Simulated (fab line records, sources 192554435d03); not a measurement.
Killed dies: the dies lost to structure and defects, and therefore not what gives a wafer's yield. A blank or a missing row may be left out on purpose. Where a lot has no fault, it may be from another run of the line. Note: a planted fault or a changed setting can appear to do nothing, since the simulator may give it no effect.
The same fault as seen by 3 desks -- flow n5-finfet -- every desk sees just its own numbers, and what lay behind them comes last

THE TOOL OWNER'S DESK: rie-diel-02
The tool's own readings at N5_BEOL_M4_VIA_ETCH_34 (etches the open film in C4F6/O2, target depth 69.4 nm, time 65.9 s): means of the sampled wafers that have a number, for each lot that ran on this tool. The brackets show how far a lot's mean lies from the usual mean; more than 4 standard deviations puts the lot out of limits, marked OUT.
Columns: A = drypump-motor-current-A at N5_BEOL_M4_VIA_ETCH_34, usual 5.7 A; B = oes-product-au at N5_BEOL_M4_VIA_ETCH_34, usual 0.75 a.u.; C = rf-fwd-power-W at N5_BEOL_M4_VIA_ETCH_34, usual 347.6 W; D = rf-vpp-V at N5_BEOL_M4_VIA_ETCH_34, usual 668 V; E = showerhead-plenum-p-Torr at N5_BEOL_M4_VIA_ETCH_34, usual 2.86 Torr; F = throttle-valve-pct at N5_BEOL_M4_VIA_ETCH_34, usual 30.77 %
lot,first seen here,A,B,C,D,E,F
L111,day 9 16:50,5.5,0.69,347.4,669,2.87,30.70
L121,day 12 01:23,5.7,0.76,431.2 (+70) OUT,610 (-4.5) OUT,2.89,30.71
L122,day 12 09:49,6.0,0.75,430.6 (+69) OUT,603 (-5.0) OUT,2.93,30.83
This desk's verdict: out of limits on L121, L122, starting with L121 at day 12 01:23 (rf-fwd-power-W at N5_BEOL_M4_VIA_ETCH_34). In limits: L111.

THE METROLOGY DESK
Lot by lot, what the gauges showed, no matter which tool ran the lot: averages of those sampled wafers that carry a number. The brackets show how far a lot's mean lies from the usual mean; more than 4 standard deviations puts the lot out of limits, marked OUT. Shown here are 7 of its 12 readings, the ones lying furthest out on some lot.
Columns: A = cd-nm at N5_BEOL_M4_CD_MEAS_28, usual 26.23 nm; B = DIBL_N at N5_BEOL_M4_RC_MEAS_101, usual 36.6 mV/V; C = DIBL_P at N5_BEOL_M4_RC_MEAS_101, usual 36.7 mV/V; D = IOFF_N at N5_BEOL_M4_RC_MEAS_101, usual 0.16 nA/um; E = SS_N at N5_BEOL_M4_RC_MEAS_101, usual 71.6 mV/dec; F = SS_P at N5_BEOL_M4_RC_MEAS_101, usual 73.5 mV/dec; G = VT_N at N5_BEOL_M4_RC_MEAS_101, usual 250 mV
lot,first seen here,A,B,C,D,E,F,G
L111,day 9 02:58,26.24,36.2,37.1,0.16,71.9,73.5,251
L115,day 9 23:52,25.81,39.2,39.9,0.22,72.6,73.8,245
L121,day 11 05:10,26.22,35.7,35.5,0.15,71.6,73.1,250
L122,day 11 18:49,26.18,36.2,37.3,0.15,71.6,73.4,252
L129,day 14 03:28,26.50,37.7,36.2,0.17,72.1,72.6,250
L131,day 14 07:38,26.09,37.5,39.3,0.19,71.8,73.6,247
This desk found nothing out of limits on any of the 6 lots.

THE DEFECT DESK
Inspection counts along the route, by lot: the mean over sampled wafers that carry a number. The brackets show how far a lot's mean lies from the usual mean; more than 4 standard deviations puts the lot out of limits, marked OUT.
Columns: A = raw-defect-count at N5_BEOL_M4_INSPECT_30, usual 420
lot,first seen here,A
L111,day 9 03:03,420
L115,day 9 23:57,367
L121,day 11 05:15,510
L122,day 11 18:54,445
L129,day 14 03:34,384
L131,day 14 07:44,465
This desk found nothing out of limits on any of the 6 lots.

ALL TOGETHER
The tool owner's desk could have raised an alarm at day 12 01:23, on L121, L122.
At the metrology desk, nothing out of limits was observed.
No out-of-limits result turned up at the defect desk.
The metrology desk has L121, L122 on record, within its limits.
The defect desk has L121, L122 on record, within its limits.
Of the lots named, all ran N5_BEOL_M4_VIA_ETCH_34 on rie-diel-02.

WHAT THE SIMULATOR PUT IN
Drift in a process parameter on rie-diel-02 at N5_BEOL_M4_VIA_ETCH_34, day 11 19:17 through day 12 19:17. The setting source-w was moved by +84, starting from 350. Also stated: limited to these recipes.
Shown lots that were struck: L121, L122.
How many hours passed from the start of the fault until each desk's first out-of-limits reading: the tool owner's desk, 6.
